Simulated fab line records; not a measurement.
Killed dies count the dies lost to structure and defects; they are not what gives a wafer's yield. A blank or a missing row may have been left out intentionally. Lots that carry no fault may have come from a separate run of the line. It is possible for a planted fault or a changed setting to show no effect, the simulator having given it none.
fab line records	flow nand-harc
record lots=12	wafers=36	last-day=24
route steps=1159 shown P_BONDPAD@375 A_START@389 A_ZERO_WELL@405 END@1159
lots that met no fault: from a run of the same line without faults
start-h: hours from the record's first day to the start of the lot's first wafer shown	wait-h: hours elapsed since this lot's preceding step	" as in the row above	L1.1+2: one row covering several wafers at once	- either no value or no given start	* or withheld: withheld	< > ~ a bound
route shown NAME@n: names a module that has steps shown in the file, with the first one's number in the route	usual: mean/standard deviation of fault-free wafers	same: alike in all rows	chamber/n: place in a boat	sites: per-site readings	_std_site: how widely they spread, as a standard deviation	_edge_site: inner sites' mean taken away from outer sites' mean	radius-mm: for every site, how far away it sits from the centre of the wafer	mask NAME#n: copy n	behind: the most recent tool/chamber to have shaped the wafer	hold: reason for holding the lot/hours on hold/outcome of the hold	device: transistor that didn't switch, given as n, p or np	end of line: at the end of the route, the tests of the same wafers	step lacking rows: just its recipe	killed: the dies lost at the first sort to structure and to defects; this is not the yield of the wafer	map: a wafer's dies, marking killed ones x, the rest . and places with no die _
set.NAME: the setting as run; set.NAME@STEP: as run at that earlier step	model.NAME: the simulator's own value behind a step, which no gauge read
steps of the route over a sample of lots; a table a step, a row a wafer
services: the hour from which a tool's chamber was out of use, counted from the record's first day as start-h (under 0 if before that day), plus the number of hours and why
## steps
# step NHARC_P_BONDPAD_PRE_CLEAN_26
# recipe time-s=30	temp-c=280	gas=H2/He
# usual heater-power-w=416/38
lot.wafer	tool	chamber	start-h	wait-h	heater-power-w
L310.4	pvd-sputter-01	-	-	-	409
L310.2	"	-	"	"	435
L310.5	"	-	"	"	466
L309.4	pvd-sputter-02	-	-	-	366
L309.3	"	-	"	"	358
L309.2	"	-	"	"	442
L311.4	pvd-sputter-01	-	-	-	439
L311.1	"	-	"	"	453
L311.5	"	-	"	"	439
L312.3	pvd-sputter-02	-	-	-	441
L312.6	"	-	"	"	362
L312.5	"	-	"	"	446
L313.3	pvd-sputter-03	-	-	-	353
L313.4	"	-	"	"	424
L313.6	"	-	"	"	462
L322.2	pvd-sputter-03	-	-	-	432
L322.3	"	-	"	"	351
L322.6	"	-	"	"	427
L320.2	pvd-sputter-03	-	-	-	441
L320.3	"	-	"	"	428
L320.6	"	-	"	"	348
L323.4	pvd-sputter-01	-	-	-	483
L323.3	"	-	"	"	405
L323.6	"	-	"	"	427
L324.2	pvd-sputter-01	-	-	-	399
L324.4	"	-	"	"	479
L324.5	"	-	"	"	402
L325.2	pvd-sputter-01	-	-	-	429
L325.3	"	-	"	"	409
L325.5	"	-	"	"	466
L327.1	pvd-sputter-02	-	-	-	442
L327.4	"	-	"	"	383
L327.6	"	-	"	"	440
L329.1	pvd-sputter-02	-	-	-	362
L329.4	"	-	"	"	377
L329.6	"	-	"	"	345
# step NHARC_A_START_INSPECT_01
# usual raw-defect-count=3.3/1.7
lot.wafer	tool	chamber	start-h	wait-h	raw-defect-count
L310.2	defect-inspect-01	-	156.70	-	2
L310.4	"	-	"	"	3
L310.5	"	-	"	"	5
L309.2	defect-inspect-01	-	157.86	-	4
L309.3	"	-	"	"	4
L309.4	"	-	"	"	3
L311.1	defect-inspect-02	-	158.35	-	1
L311.4	"	-	"	"	5
L311.5	"	-	"	"	7
L312.3	defect-inspect-01	-	168.94	-	4
L312.5	"	-	"	"	5
L312.6	"	-	"	"	3
L313.3	defect-inspect-01	-	182.61	-	3
L313.4	"	-	"	"	4
L313.6	"	-	"	"	7
L322.2	defect-inspect-01	-	224.53	-	5
L322.3	"	-	"	"	1
L322.6	"	-	"	"	1
L320.2	defect-inspect-02	-	225.61	-	3
L320.3	"	-	"	"	3
L320.6	"	-	"	"	5
L323.3	defect-inspect-01	-	231.13	-	4
L323.4	"	-	"	"	2
L323.6	"	-	"	"	5
L324.2	defect-inspect-02	-	237.55	-	2
L324.4	"	-	"	"	4
L324.5	"	-	"	"	4
L325.2	defect-inspect-02	-	246.66	-	2
L325.3	"	-	"	"	1
L325.5	"	-	"	"	5
L327.1	defect-inspect-01	-	252.06	-	3
L327.4	"	-	"	"	2
L327.6	"	-	"	"	7
L329.1	defect-inspect-02	-	273.31	-	2
L329.4	"	-	"	"	1
L329.6	"	-	"	"	5
# step NHARC_A_ZERO_WELL_ETCH_13
# recipe target-depth-a=1200	time-s=40.1	hbr-flow-sccm=150	cl2-flow-sccm=50	rf-w=400	icp-w=400	bias-w=100	chemistry=HBr/Cl2
# usual chamber-pressure-mTorr=14.998/0.012	drypump-motor-current-A=5.6/0.55	he-backside-leak-sccm=2.68/0.23	oes-product-au=1.003/0.0098	throttle-valve-pct=26.406/0.0088
lot.wafer	tool	chamber	start-h	wait-h	chamber-pressure-mTorr	drypump-motor-current-A	he-backside-leak-sccm	oes-product-au	rf-hours-counter-h	throttle-valve-pct
L310.4	rie-si-06	2	157.91	-	14.988	5.3	2.81	1.009	1.0	26.409
L310.2	"	3	"	"	14.990	5.3	2.73	0.995	0.9	26.410
L310.5	"	3	"	"	14.995	5.3	2.71	1.016	-	26.415
L309.2	rie-si-06	1	158.95	-	15.027	5.6	2.81	0.991	1.0	26.407
L309.3	"	2	"	"	14.987	5.3	2.99	1.012	1.1	26.400
L309.4	"	0	"	"	14.990	5.4	2.60	1.005	0.9	26.391
L311.4	rie-si-01	2	159.58	-	15.004	4.8	2.43	1.016	0.3	26.416
L311.1	"	3	"	"	15.009	4.9	2.80	1.012	0.2	26.419
L311.5	"	0	"	"	15.005	6.6	2.73	0.996	-	26.396
L312.3	rie-si-06	3	170.05	-	14.982	5.2	2.78	1.000	1.1	26.396
L312.5	"	0	"	"	14.992	5.4	2.87	1.001	-	26.413
L312.6	"	1	"	"	15.006	5.6	2.94	0.984	-	26.403
L313.3	rie-si-01	0	183.80	-	14.996	6.6	2.44	1.011	0.4	26.401
L313.4	"	3	"	"	15.016	4.9	2.78	1.012	0.3	26.416
L313.6	"	0	"	"	14.987	6.5	2.58	1.009	-	26.410
L322.3	rie-si-06	2	225.74	-	15.019	5.3	3.00	1.000	0.2	26.419
L322.2	"	3	"	"	15.002	5.3	2.88	1.013	0.2	26.403
L322.6	"	2	"	"	14.997	5.3	2.98	1.000	-	26.405
L320.3	rie-si-06	0	226.70	-	14.974	5.4	2.68	0.993	0.3	26.415
L320.2	"	1	"	"	15.010	5.6	2.75	0.995	0.3	26.417
L320.6	"	3	"	"	14.978	5.3	2.76	1.002	-	26.398
L323.3	rie-si-03	1	232.34	-	14.991	5.3	2.51	0.996	0.4	26.407
L323.4	"	1	"	"	14.977	5.3	2.38	0.995	-	26.395
L323.6	"	3	"	"	14.994	6.4	2.94	1.011	-	26.393
L324.2	rie-si-03	3	238.75	-	14.997	6.4	2.72	1.003	0.6	26.410
L324.4	"	0	"	"	15.019	6.1	2.67	0.994	0.4	26.389
L324.5	"	0	"	"	15.002	6.1	3.78	1.003	-	26.414
L325.3	rie-si-03	3	248.20	-	15.010	6.4	2.63	1.007	0.6	26.407
L325.2	"	2	"	"	14.976	5.9	2.62	0.993	0.6	26.411
L325.5	"	3	"	"	15.010	6.4	2.52	1.004	-	26.390
L327.4	rie-si-01	1	253.27	-	14.990	5.2	2.50	0.989	1.0	26.419
L327.1	"	2	"	"	14.994	4.8	2.22	1.024	0.8	26.398
L327.6	"	1	"	"	14.994	5.2	2.57	0.990	-	26.409
L329.1	rie-si-03	2	274.54	-	15.001	5.8	2.66	0.990	0.8	26.413
L329.6	"	0	"	"	14.979	6.1	2.61	0.998	-	26.426
L329.4	"	1	"	"	14.981	5.3	2.38	0.992	-	26.416
# step NHARC_A_ZERO_WELL_RTA_16
# recipe temp-c=1000	time-s=10
# usual lamp-power-pct=33.6/1.8	lamp_zone_5_pct=33.6/1.8	lamp_zone_6_pct=33.6/1.8	wafer_temp_C_max=1005.1/1.5
lot.wafer	tool	chamber	start-h	wait-h	lamp-power-pct	lamp_zone_5_pct	lamp_zone_6_pct	wafer_temp_C_max
L310.2	rtp-anneal-02	0	158.85	-	35.3	35.3	35.2	1005.5
L310.4	"	0	"	"	35.3	35.3	35.2	1003.9
L310.5	"	0	"	"	35.3	35.3	35.2	1003.7
L309.2	rtp-anneal-02	0	159.88	-	35.3	35.3	35.3	1003.7
L309.3	"	0	"	"	35.3	35.4	35.2	1004.5
L309.4	"	0	"	"	35.4	35.3	35.3	1003.1
L311.1	rtp-anneal-02	0	160.47	-	35.3	35.4	35.2	1003.0
L311.4	"	0	"	"	35.3	35.3	35.3	1004.1
L311.5	"	0	"	"	35.4	35.4	35.3	1004.1
L312.3	rtp-anneal-02	0	171.00	-	35.3	35.3	35.2	1003.4
L312.5	"	0	"	"	35.3	35.3	35.3	1003.3
L312.6	"	0	"	"	35.3	35.3	35.3	1003.1
L313.3	rtp-anneal-02	0	184.76	-	35.3	35.2	35.2	1004.0
L313.4	"	0	"	"	35.3	35.3	35.2	1004.4
L313.6	"	0	"	"	35.3	35.3	35.3	1003.2
L322.2	rtp-anneal-01	0	226.68	-	31.6	31.7	31.6	1004.6
L322.3	"	0	"	"	31.6	31.6	31.6	1007.4
L322.6	"	0	"	"	31.7	31.6	31.6	1008.0
L320.2	rtp-anneal-02	0	227.63	-	35.3	35.3	35.2	1004.0
L320.3	"	0	"	"	35.3	35.3	35.2	1003.2
L320.6	"	0	"	"	35.3	35.2	35.3	1003.7
L323.3	rtp-anneal-02	0	233.31	-	35.2	35.2	35.2	1003.8
L323.4	"	0	"	"	35.3	35.3	35.3	1004.3
L323.6	"	0	"	"	35.3	35.3	35.2	1005.7
L324.2	rtp-anneal-02	0	239.69	-	35.3	35.3	35.2	1003.9
L324.4	"	0	"	"	35.3	35.2	35.2	1003.9
L324.5	"	0	"	"	35.3	35.3	35.2	1005.3
L325.2	rtp-anneal-02	0	249.13	-	35.3	35.2	35.1	1004.2
L325.3	"	0	"	"	35.3	35.3	35.1	1004.3
L325.5	"	0	"	"	35.3	35.3	35.3	1003.3
L327.1	rtp-anneal-01	0	254.16	-	31.6	31.6	31.6	1007.0
L327.4	"	0	"	"	31.6	31.6	31.6	1006.5
L327.6	"	0	"	"	31.6	31.7	31.5	1004.8
L329.1	rtp-anneal-02	0	275.69	-	35.3	35.3	35.2	1003.1
L329.4	"	0	"	"	35.3	35.3	35.3	1003.9
L329.6	"	0	"	"	35.3	35.3	35.2	1004.7
# step NHARC_A_ZERO_WELL_INSPECT_17
# usual raw-defect-count=11/6.1
lot.wafer	tool	chamber	start-h	wait-h	raw-defect-count
L310.2	defect-inspect-01	-	159.02	0.1	22
L310.4	"	-	"	"	24
L310.5	"	-	"	"	24
L309.2	defect-inspect-01	-	160.05	0.1	2
L309.3	"	-	"	"	12
L309.4	"	-	"	"	3
L311.1	defect-inspect-01	-	160.67	0.2	3
L311.4	"	-	"	"	8
L311.5	"	-	"	"	6
L312.3	defect-inspect-02	-	171.14	0.1	9
L312.5	"	-	"	"	6
L312.6	"	-	"	"	9
L313.3	defect-inspect-02	-	184.90	0.1	1
L313.4	"	-	"	"	9
L313.6	"	-	"	"	3
L322.2	defect-inspect-01	-	226.85	0.1	1274
L322.3	"	-	"	"	1270
L322.6	"	-	"	"	1293
L320.2	defect-inspect-02	-	227.79	0.1	1315
L320.3	"	-	"	"	1208
L320.6	"	-	"	"	1246
L323.3	defect-inspect-01	-	233.45	0.1	17
L323.4	"	-	"	"	6
L323.6	"	-	"	"	12
L324.2	defect-inspect-02	-	239.86	0.1	14
L324.4	"	-	"	"	7
L324.5	"	-	"	"	6
L325.2	defect-inspect-02	-	249.30	0.1	21
L325.3	"	-	"	"	10
L325.5	"	-	"	"	17
L327.1	defect-inspect-01	-	254.36	0.2	3
L327.4	"	-	"	"	2
L327.6	"	-	"	"	12
L329.1	defect-inspect-01	-	275.89	0.2	6
L329.4	"	-	"	"	9
L329.6	"	-	"	"	7
# step NHARC_END_SORT_01
# recipe temp-c=25
# usual killed-at-array=28/11	killed-at-other=0.6/0.85	killed-at-periphery=2.8/2.3	killed-dies=31/11	killed-open=3.1/1.6	killed-short=2.0/1.4
# same gross-dies=677
lot.wafer	tool	chamber	start-h	wait-h	killed-at-array	killed-at-other	killed-at-periphery	killed-dies	killed-open	killed-short
L320.2	prober-01	0	532.58	2.8	99	0	0	99	3	1
L320.3	prober-01	0	533.38	3.1	71	1	1	73	2	0
L320.6	prober-01	0	535.77	4.0	100	0	0	100	0	2
L322.2	prober-01	0	544.60	2.8	114	2	4	120	2	2
L322.3	prober-01	0	545.41	3.1	85	0	4	89	4	2
L322.6	prober-01	0	547.82	4.0	67	1	7	75	3	3
L325.2	prober-01	0	557.13	2.8	51	0	4	55	5	1
L325.3	prober-01	0	557.93	3.1	41	0	3	44	4	0
L325.5	prober-01	0	559.52	3.7	45	0	4	49	3	1
# killed by level:class
L320.2 A_ZERO_WELL:unspecified=86 A_CHANNEL_HOLE_D1:chamber-film-flake=4 A_STAIRCASE:chamber-film-flake=4 A_ONON_D1:geometric-particle:open=2 A_BLC:geometric-particle:open=1 A_M0:geometric-particle:short=1 A_CONTACT:chamber-film-flake=1
L320.3 A_ZERO_WELL:unspecified=41 A_CHANNEL_HOLE_D1:chamber-film-flake=20 A_STAIRCASE:chamber-film-flake=6 A_CONTACT:chamber-film-flake=3 P_M0:geometric-particle:open=1 A_CONTACT:geometric-particle:open=1 THIN_TSV:chamber-film-flake=1
L320.6 A_ZERO_WELL:unspecified=81 A_CHANNEL_HOLE_D1:chamber-film-flake=15 A_CHANNEL_FILL_D1:geometric-particle:short=1 A_M0:geometric-particle:short=1 A_STAIRCASE:chamber-film-flake=1 A_CONTACT:chamber-film-flake=1
L322.2 A_ZERO_WELL:unspecified=86 A_SLIT:chamber-film-flake=16 A_CONTACT:chamber-film-flake=7 P_ZERO_WELL:chamber-film-flake=3 A_CHANNEL_HOLE_D1:chamber-film-flake=2 THIN_TSV:chamber-film-flake=2 P_M0:geometric-particle:open=1 A_ONON_D1:geometric-particle:short=1
L322.3 A_ZERO_WELL:unspecified=48 A_CONTACT:chamber-film-flake=14 A_SLIT:chamber-film-flake=11 A_CHANNEL_HOLE_D1:chamber-film-flake=4 P_ZERO_WELL:chamber-film-flake=3 A_STAIRCASE:chamber-film-flake=3 A_BLC:geometric-particle:open=2 P_M2:geometric-particle:open=1
L322.6 A_ZERO_WELL:unspecified=48 A_SLIT:chamber-film-flake=11 P_ZERO_WELL:chamber-film-flake=3 A_WL_FILL:geometric-particle:short=2 A_CHANNEL_HOLE_D1:chamber-film-flake=2 A_CONTACT:chamber-film-flake=2 P_CONTACT:geometric-particle:open=1 P_M2:geometric-particle:open=1
L325.2 A_CHANNEL_HOLE_D1:chamber-film-flake=24 A_SLIT:chamber-film-flake=19 A_WL_FILL:chamber-film-flake=2 A_CONTACT:chamber-film-flake=2 P_M0:geometric-particle:short=1 P_M0:geometric-particle:open=1 A_CHANNEL_HOLE_D1:geometric-particle:open=1 A_CHANNEL_FILL_D1:geometric-particle:open=1
L325.3 A_SLIT:chamber-film-flake=16 A_CHANNEL_HOLE_D1:chamber-film-flake=13 A_CONTACT:chamber-film-flake=7 P_ZERO_WELL:chamber-film-flake=2 P_M0:geometric-particle:open=1 A_CHANNEL_FILL_D1:geometric-particle:open=1 A_M0:geometric-particle:open=1 A_M1:geometric-particle:open=1
L325.5 A_CHANNEL_HOLE_D1:chamber-film-flake=21 A_SLIT:chamber-film-flake=18 A_CONTACT:chamber-film-flake=3 P_STI:geometric-particle:open=1 P_CONTACT:geometric-particle:open=1 A_SGD_CUT:geometric-particle:open=1 A_M0:geometric-particle:short=1 P_ZERO_WELL:chamber-film-flake=1
## services
tool	chamber	start-h	hours	kind
pvd-sputter-03	-	144.15	2.6	repair
rie-si-03	-	155.00	9.0	pm
rie-si-03	0	155.00	9.0	vent-cycle
rie-si-03	1	155.00	9.0	vent-cycle
pvd-sputter-01	-	158.00	10.0	pm
pvd-sputter-01	-	172.96	3.9	repair
rie-si-06	-	183.00	9.0	pm
rie-si-06	0	183.00	9.0	vent-cycle
rie-si-06	1	183.00	9.0	vent-cycle
rie-si-06	2	183.00	9.0	vent-cycle
rie-si-06	3	183.00	9.0	vent-cycle
rie-si-06	0	192.00	-	clean
rie-si-06	1	192.00	-	clean
rie-si-06	2	192.00	-	clean
rie-si-06	3	192.00	-	clean
rie-si-03	1	192.84	11.5	repair
pvd-sputter-02	-	203.59	1.1	repair
rie-si-06	2	206.57	3.0	repair
pvd-sputter-02	-	214.01	10.0	pm
rie-si-01	0	227.04	9.7	repair
rie-si-03	2	229.97	2.5	repair
rie-si-01	0	256.73	9.5	repair
pvd-sputter-02	-	265.20	1.2	repair
rie-si-03	3	272.79	6.4	repair
## key
first-sign step=NHARC_A_ZERO_WELL_INSPECT_17	reading=raw-defect-count	direction=up	sigmas=99+	usual=11	struck=1268
effect step=NHARC_END_SORT_01	reading=killed-at-array	direction=up	sigmas=5.4	usual=28	struck=89
more-kills-born-at NHARC_A_ZERO_WELL_ETCH_13@rie-si-06=387
met-at NHARC_A_ZERO_WELL_ETCH_13
struck-lots L320,L322
tester-left-out L320,L322
not-acting-at NHARC_P_BONDPAD_PRE_CLEAN_26,NHARC_A_START_INSPECT_01,NHARC_A_ZERO_WELL_RTA_16
onset-between 170.05 225.74
fault kind=chamber-particle-source	tool=rie-si-06	chamber=-	onset-h=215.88	steps=NHARC_A_ZERO_WELL_ETCH_13	rate-per-visit-cm2=1.97	end-h=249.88
# tester-left-out: of these lots the tester's yield and bins aren't shown, on N5 and GAA mostly nor the transistor test; their killed dies are dies lost to structure and defects alone, not to doping, threshold or leakage, so they don't give the yield
